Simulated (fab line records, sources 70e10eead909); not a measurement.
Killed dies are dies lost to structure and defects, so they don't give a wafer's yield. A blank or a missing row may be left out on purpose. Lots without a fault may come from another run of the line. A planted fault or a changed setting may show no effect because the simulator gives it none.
Which tool did it? | flow nand_harc | 24 lots, 72 wafers sampled, at 5 steps of a route of 1302

WHAT THE GAUGES READ, wafer by wafer
NHARC_P_BONDPAD_CD_MEAS_13.
lot  | measured     | on        | cd_nm (nm)
L074 | day 6 14:53  | cd_sem-03 | 497.9 498.8 500.0
L075 | day 6 22:23  | cd_sem-01 | 498.2 498.0 498.7
L076 | day 7 15:17  | cd_sem-03 | 498.9 499.7 496.6
L077 | day 7 19:32  | cd_sem-03 | 500.0 499.0 500.0
L078 | day 8 12:13  | cd_sem-01 | 502.9 501.0 502.7
L079 | day 8 12:44  | cd_sem-01 | 499.0 500.6 497.9
L080 | day 8 22:10  | cd_sem-03 | 502.0 503.7 501.9
L081 | day 9 09:12  | cd_sem-03 | 500.6 501.5 499.7
L082 | day 9 23:21  | cd_sem-03 | 499.8 499.3 498.1
L083 | day 10 14:07 | cd_sem-01 | 500.3 498.3 499.0
L084 | day 10 17:50 | cd_sem-03 | 499.3 497.7 498.1
L085 | day 11 01:11 | cd_sem-01 | 499.5 497.9 503.7
L086 | day 11 12:27 | cd_sem-02 | 499.1 496.1 497.6
L087 | day 11 22:42 | cd_sem-03 | 501.1 503.2 498.4
L088 | day 12 18:35 | cd_sem-01 | 501.1 505.1 500.9
L089 | day 12 22:00 | cd_sem-02 | 497.5 497.5 499.6
L090 | day 13 04:54 | cd_sem-02 | 498.4 498.2 499.8
L091 | day 13 14:07 | cd_sem-03 | 497.0 501.2 500.6
L092 | day 13 23:01 | cd_sem-02 | 499.2 500.6 498.8
L093 | day 14 18:22 | cd_sem-01 | 499.6 501.2 502.3
L094 | day 14 23:10 | cd_sem-02 | 499.9 499.8 501.8
L095 | day 15 12:47 | cd_sem-03 | 499.3 499.1 502.2
L096 | day 15 21:22 | cd_sem-02 | 499.5 496.8 499.2
L097 | day 16 01:12 | cd_sem-02 | 503.6 500.8 502.3

WHICH TOOL RAN EACH LOT (tool, then ch and the chambers of the sampled wafers, then the start)
lot  | NHARC_P_CONTACT_DESCUM_17          | NHARC_P_CONTACT_ALD_22              | NHARC_P_M2_STRIP_18                | NHARC_P_M2_CMP_23
L074 | rie_diel-11 ch 1,2, day 5 21:52    | ald_metal-02 ch 1,2,3, day 5 23:44  | rie_diel-08 ch 0,1, day 6 10:16    | cmp-01 ch 0,3, day 6 12:01
L075 | rie_diel-11 ch 0,1, day 6 04:58    | ald_metal-01 ch 0,1,3, day 6 06:49  | rie_diel-02 ch 0,1, day 6 17:35    | cmp-04 ch 0,2, day 6 19:20
L076 | rie_diel-12 ch 0,1,2, day 6 21:21  | ald_metal-03 ch 0,2, day 6 23:16    | rie_diel-02 ch 0,1,3, day 7 10:35  | cmp-02 ch 0,1, day 7 12:20
L077 | rie_diel-11 ch 1,2,3, day 7 01:54  | ald_metal-02 ch 0,3, day 7 03:46    | rie_diel-08 ch 0,1,2, day 7 15:00  | cmp-02 ch 0,1, day 7 16:46
L078 | rie_diel-05 ch 1,2,3, day 7 18:49  | ald_metal-01 ch 1,3, day 7 20:39    | rie_diel-09 ch 0,1,2, day 8 07:37  | cmp-01 ch 0,1,3, day 8 09:23
L079 | rie_diel-12 ch 1,3, day 7 19:08    | ald_metal-02 ch 1,3, day 7 20:58    | rie_diel-08 ch 0,1,3, day 8 08:09  | cmp-01 ch 0,3, day 8 09:55
L080 | rie_diel-11 ch 1,2,3, day 8 04:44  | ald_metal-03 ch 0,1,3, day 8 06:32  | rie_diel-09 ch 0,1,3, day 8 17:41  | cmp-02 ch 0,1,3, day 8 19:25
L081 | rie_diel-05 ch 1,2, day 8 15:19    | ald_metal-03 ch 1,3, day 8 17:31    | rie_diel-09 ch 1,3, day 9 04:31    | cmp-04 ch 0,2, day 9 06:16
L082 | rie_diel-12 ch 1,2,3, day 9 05:44  | ald_metal-02 ch 1,3, day 9 08:04    | rie_diel-02 ch 1,3, day 9 18:54    | cmp-02 ch 0,2, day 9 20:37
L083 | rie_diel-05 ch 0,2,3, day 9 19:44  | ald_metal-01 ch 1,2, day 9 21:42    | rie_diel-08 ch 0,3, day 10 08:54   | cmp-04 ch 1,2, day 10 11:10
L084 | rie_diel-12 ch 0,1,3, day 10 00:37 | ald_metal-02 ch 0,1,3, day 10 02:27 | rie_diel-09 ch 0,1,3, day 10 13:29 | cmp-01 ch 0,2,3, day 10 15:14
L085 | rie_diel-05 ch 2,3, day 10 07:41   | ald_metal-02 ch 1,2,3, day 10 09:33 | rie_diel-08 ch 0,1, day 10 20:26   | cmp-01 ch 2,3, day 10 22:10
L086 | rie_diel-11 ch 0,2,3, day 10 19:02 | ald_metal-03 ch 0,1,2, day 10 20:52 | rie_diel-02 ch 0,1,2, day 11 07:56 | cmp-01 ch 1,2,3, day 11 09:40
L087 | rie_diel-12 ch 0,3, day 11 05:29   | ald_metal-01 ch 0,3, day 11 07:19   | rie_diel-08 ch 2,3, day 11 18:13   | cmp-02 ch 0,1, day 11 20:01
L088 | rie_diel-05 ch 1,3, day 12 01:32   | ald_metal-01 ch 1,2, day 12 03:23   | rie_diel-02 ch 0,2,3, day 12 14:12 | cmp-01 ch 2,3, day 12 15:55
L089 | rie_diel-05 ch 1,2, day 12 04:11   | ald_metal-02 ch 0,1,2, day 12 06:02 | rie_diel-02 ch 0,1,2, day 12 17:29 | cmp-01 ch 1,2,3, day 12 19:16
L090 | rie_diel-11 ch 1,3, day 12 10:03   | ald_metal-01 ch 0,1,2, day 12 11:56 | rie_diel-02 ch 1,3, day 13 00:07   | cmp-02 ch 1,2, day 13 02:07
L091 | rie_diel-05 ch 0,1,2, day 12 19:58 | ald_metal-02 ch 0,1,2, day 12 21:47 | rie_diel-08 ch 0,1,2, day 13 09:06 | cmp-02 ch 0,1,3, day 13 11:18
L092 | rie_diel-11 ch 1,2, day 13 06:01   | ald_metal-01 ch 0,1,3, day 13 07:52 | rie_diel-09 ch 1,2,3, day 13 18:29 | cmp-04 ch 0,1,3, day 13 20:17
L093 | rie_diel-12 ch 0,1, day 14 00:48   | ald_metal-01 ch 1,2,3, day 14 02:40 | rie_diel-02 ch 0,3, day 14 13:50   | cmp-04 ch 1,2, day 14 15:35
L094 | rie_diel-11 ch 0,1,2, day 14 05:38 | ald_metal-02 ch 0,1,2, day 14 07:29 | rie_diel-08 ch 1,2,3, day 14 18:28 | cmp-01 ch 0,2,3, day 14 20:22
L095 | rie_diel-12 ch 0,1,2, day 14 19:28 | ald_metal-01 ch 0,2, day 14 21:17   | rie_diel-08 ch 0,1,2, day 15 08:16 | cmp-04 ch 0,2, day 15 09:59
L096 | rie_diel-11 ch 2,3, day 15 04:04   | ald_metal-03 ch 0,2,3, day 15 05:56 | rie_diel-08 ch 1,2, day 15 16:49   | cmp-01 ch 0,1, day 15 18:35
L097 | rie_diel-12 ch 1,2, day 15 07:34   | ald_metal-02 ch 1,2,3, day 15 09:29 | rie_diel-09 ch 0,1,3, day 15 20:50 | cmp-02 ch 0,1,3, day 15 22:34
- NHARC_P_CONTACT_DESCUM_17: chemistry O2, time 3 s.
- NHARC_P_CONTACT_ALD_22: deposits TiN, target thk 3 nm, pulse time 1 s, ald cycles 150.
- NHARC_P_M2_STRIP_18: strips in N2/H2.
- NHARC_P_M2_CMP_23: polishes, t overpolish 20 s, target thk 144.3 nm.

WHAT THE TOOLS THEMSELVES READ (means of the sampled wafers that have a number; where no wafer has one, the mark that the record gives instead)
NHARC_P_CONTACT_DESCUM_17.
lot  | tool        | drypump_motor_current_A (A) | oes_product_au (a.u.) | rf_vpp_V (V) | showerhead_plenum_p_Torr (Torr) | throttle_valve_pct (%)
L074 | rie_diel-11 | 5.9                         | 0.985                 | 59.4         | 2.01                            | 11.317
L075 | rie_diel-11 | 6.5                         | 1.008                 | 58.6         | 2.00                            | 11.305
L076 | rie_diel-12 | 5.5                         | 0.995                 | 57.2         | 1.93                            | 11.306
L077 | rie_diel-11 | 5.9                         | 1.000                 | 58.5         | 1.99                            | 11.307
L078 | rie_diel-05 | 6.3                         | 1.004                 | 58.1         | 1.85                            | 11.310
L079 | rie_diel-12 | 5.2                         | 1.006                 | 57.7         | 1.95                            | 11.307
L080 | rie_diel-11 | 5.9                         | 1.004                 | 58.5         | 1.99                            | 11.314
L081 | rie_diel-05 | 6.6                         | 1.005                 | 57.4         | 1.87                            | 11.327
L082 | rie_diel-12 | 5.6                         | 1.013                 | 58.2         | 1.90                            | 11.316
L083 | rie_diel-05 | 5.9                         | 0.999                 | 58.4         | 1.89                            | 11.315
L084 | rie_diel-12 | 5.3                         | 1.006                 | 58.5         | 1.93                            | 11.309
L085 | rie_diel-05 | 6.4                         | 1.000                 | 57.4         | 1.83                            | 11.317
L086 | rie_diel-11 | 6.2                         | 1.004                 | 59.4         | 1.99                            | 11.298
L087 | rie_diel-12 | 5.4                         | 1.001                 | 58.6         | 1.88                            | 11.309
L088 | rie_diel-05 | 6.1                         | 1.000                 | 56.9         | 1.82                            | 11.311
L089 | rie_diel-05 | 6.5                         | 1.001                 | 57.2         | 1.89                            | 11.315
L090 | rie_diel-11 | 5.8                         | 1.003                 | 56.8         | 1.94                            | 11.310
L091 | rie_diel-05 | 6.1                         | 0.999                 | 57.9         | 1.93                            | 11.320
L092 | rie_diel-11 | 5.9                         | 1.019                 | 59.4         | 2.01                            | 11.304
L093 | rie_diel-12 | 5.2                         | 1.000                 | 57.3         | 1.96                            | 11.309
L094 | rie_diel-11 | 6.2                         | 1.021                 | 58.0         | 2.01                            | 11.304
L095 | rie_diel-12 | 5.5                         | 0.993                 | 58.0         | 1.93                            | 11.307
L096 | rie_diel-11 | 5.9                         | 1.008                 | 58.6         | 2.01                            | 11.316
L097 | rie_diel-12 | 5.8                         | 0.998                 | 57.5         | 1.90                            | 11.306

NHARC_P_CONTACT_ALD_22.
lot  | tool         | heater_power_w (W) | precursor_pulse_height_rel
L074 | ald_metal-02 | 1115               | 1.007
L075 | ald_metal-01 | 1043               | 1.020
L076 | ald_metal-03 | 1206               | 1.000
L077 | ald_metal-02 | 1066               | 1.000
L078 | ald_metal-01 | 997                | 0.999
L079 | ald_metal-02 | 1152               | 1.005
L080 | ald_metal-03 | 1118               | 1.004
L081 | ald_metal-03 | 971                | 1.001
L082 | ald_metal-02 | 1149               | 1.002
L083 | ald_metal-01 | 964                | 1.001
L084 | ald_metal-02 | 1083               | 0.993
L085 | ald_metal-02 | 1123               | 1.012
L086 | ald_metal-03 | 1154               | 1.004
L087 | ald_metal-01 | 1007               | 0.981
L088 | ald_metal-01 | 1025               | 1.018
L089 | ald_metal-02 | 1084               | 0.992
L090 | ald_metal-01 | 1021               | 1.019
L091 | ald_metal-02 | 1079               | 0.987
L092 | ald_metal-01 | 1052               | 1.015
L093 | ald_metal-01 | 997                | 0.985
L094 | ald_metal-02 | 1068               | 0.996
L095 | ald_metal-01 | 942                | 0.984
L096 | ald_metal-03 | 1202               | 0.990
L097 | ald_metal-02 | 1088               | 1.019

NHARC_P_M2_STRIP_18.
lot  | tool        | drypump_motor_current_A (A) | oes_product_au (a.u.) | rf_vpp_V (V) | showerhead_plenum_p_Torr (Torr) | throttle_valve_pct (%)
L074 | rie_diel-08 | 5.0                         | 1.007                 | 90.6         | 2.03                            | 14.164
L075 | rie_diel-02 | 6.1                         | 0.987                 | 91.5         | 2.07                            | 14.174
L076 | rie_diel-02 | 5.7                         | 0.988                 | 91.2         | 2.10                            | 14.178
L077 | rie_diel-08 | 5.0                         | 0.997                 | 90.8         | 2.08                            | 14.172
L078 | rie_diel-09 | 5.4                         | 0.985                 | 91.4         | 2.05                            | 14.167
L079 | rie_diel-08 | 5.1                         | 0.998                 | 90.6         | 2.02                            | 14.174
L080 | rie_diel-09 | 5.6                         | 0.980                 | 90.4         | 2.03                            | 14.176
L081 | rie_diel-09 | 5.3                         | 0.990                 | 90.3         | 2.02                            | 14.176
L082 | rie_diel-02 | 5.9                         | 0.995                 | 91.1         | 2.06                            | 14.165
L083 | rie_diel-08 | 5.0                         | 1.012                 | 90.7         | 1.93                            | 14.159
L084 | rie_diel-09 | 5.6                         | 0.984                 | 90.9         | 2.03                            | 14.181
L085 | rie_diel-08 | 5.0                         | 0.999                 | 91.1         | 2.03                            | 14.169
L086 | rie_diel-02 | 5.8                         | 0.995                 | 90.7         | 2.09                            | 14.170
L087 | rie_diel-08 | 5.1                         | 0.993                 | 90.2         | 1.97                            | 14.174
L088 | rie_diel-02 | 5.4                         | 0.988                 | 90.1         | 2.13                            | 14.178
L089 | rie_diel-02 | 5.8                         | 0.983                 | 90.8         | 2.09                            | 14.165
L090 | rie_diel-02 | 5.6                         | 0.988                 | 90.9         | 2.09                            | 14.170
L091 | rie_diel-08 | 4.9                         | 0.996                 | 91.1         | 2.08                            | 14.166
L092 | rie_diel-09 | 5.2                         | 0.992                 | 91.0         | 2.04                            | 14.174
L093 | rie_diel-02 | 5.3                         | 0.993                 | 91.2         | 2.14                            | 14.159
L094 | rie_diel-08 | 5.0                         | 1.000                 | 91.3         | 2.07                            | 14.170
L095 | rie_diel-08 | 5.0                         | 0.999                 | 90.0         | 2.08                            | 14.163
L096 | rie_diel-08 | 4.9                         | 0.993                 | 91.6         | 2.12                            | 14.169
L097 | rie_diel-09 | 5.6                         | 0.998                 | 90.7         | 2.02                            | 14.174

NHARC_P_M2_CMP_23.
lot  | tool   | edge_zone_pressure_frac | motor_current_A (A) | time_to_endpoint_s (s)
L074 | cmp-01 | 1.002                   | 12.4                | 30.2
L075 | cmp-04 | 1.003                   | 13.9                | 30.1
L076 | cmp-02 | 0.999                   | 12.8                | 30.7
L077 | cmp-02 | 1.005                   | 12.6                | 28.6
L078 | cmp-01 | 0.999                   | 12.2                | 29.3
L079 | cmp-01 | 1.000                   | 12.5                | 25.8
L080 | cmp-02 | 1.001                   | 12.1                | 30.2
L081 | cmp-04 | 1.006                   | 13.7                | 28.0
L082 | cmp-02 | 1.000                   | 12.7                | 31.7
L083 | cmp-04 | 1.000                   | 13.1                | 26.3
L084 | cmp-01 | 1.003                   | 12.8                | 25.2
L085 | cmp-01 | 1.004                   | 12.5                | 26.9
L086 | cmp-01 | 1.000                   | 12.5                | 26.0
L087 | cmp-02 | 0.998                   | 12.4                | 27.7
L088 | cmp-01 | 1.002                   | 13.1                | 29.2
L089 | cmp-01 | 1.004                   | 12.1                | 28.8
L090 | cmp-02 | 1.000                   | 13.3                | 28.1
L091 | cmp-02 | 1.002                   | 11.8                | 31.4
L092 | cmp-04 | 1.001                   | 12.0                | 29.8
L093 | cmp-04 | 0.996                   | 13.2                | 28.0
L094 | cmp-01 | 1.004                   | 12.8                | 29.4
L095 | cmp-04 | 1.001                   | 13.4                | 30.5
L096 | cmp-01 | 1.002                   | 11.5                | 28.3
L097 | cmp-02 | 0.998                   | 11.6                | 29.3

THE ANSWER, worked out from the rows above alone
Rule: what is usual is taken from the lots themselves. Put in order of their means at a reading, lots are off if they are a third of the lots or fewer, leave a main group of 4 or more, and stand apart from it by a gap of 3 or more times the standard deviation of the main group's means; of several such gaps the widest counts. A main group whose means are all the same, to the digits that the tables above print for the reading, isn't used. A lot without any number at a reading at which 4 lots or more have one is off too. The other lots that the step has rows for count as sound. The gauges are gone through in route order, then the tools' own readings, and for those a lot's mean is taken as printed above. The first step at which some lot is off is used, and at that step the reading that is off furthest; a lot without a number counts as furthest.
No lot is off at any reading shown: from this, nothing can be told.

WHAT THE SIMULATOR HAD PUT IN
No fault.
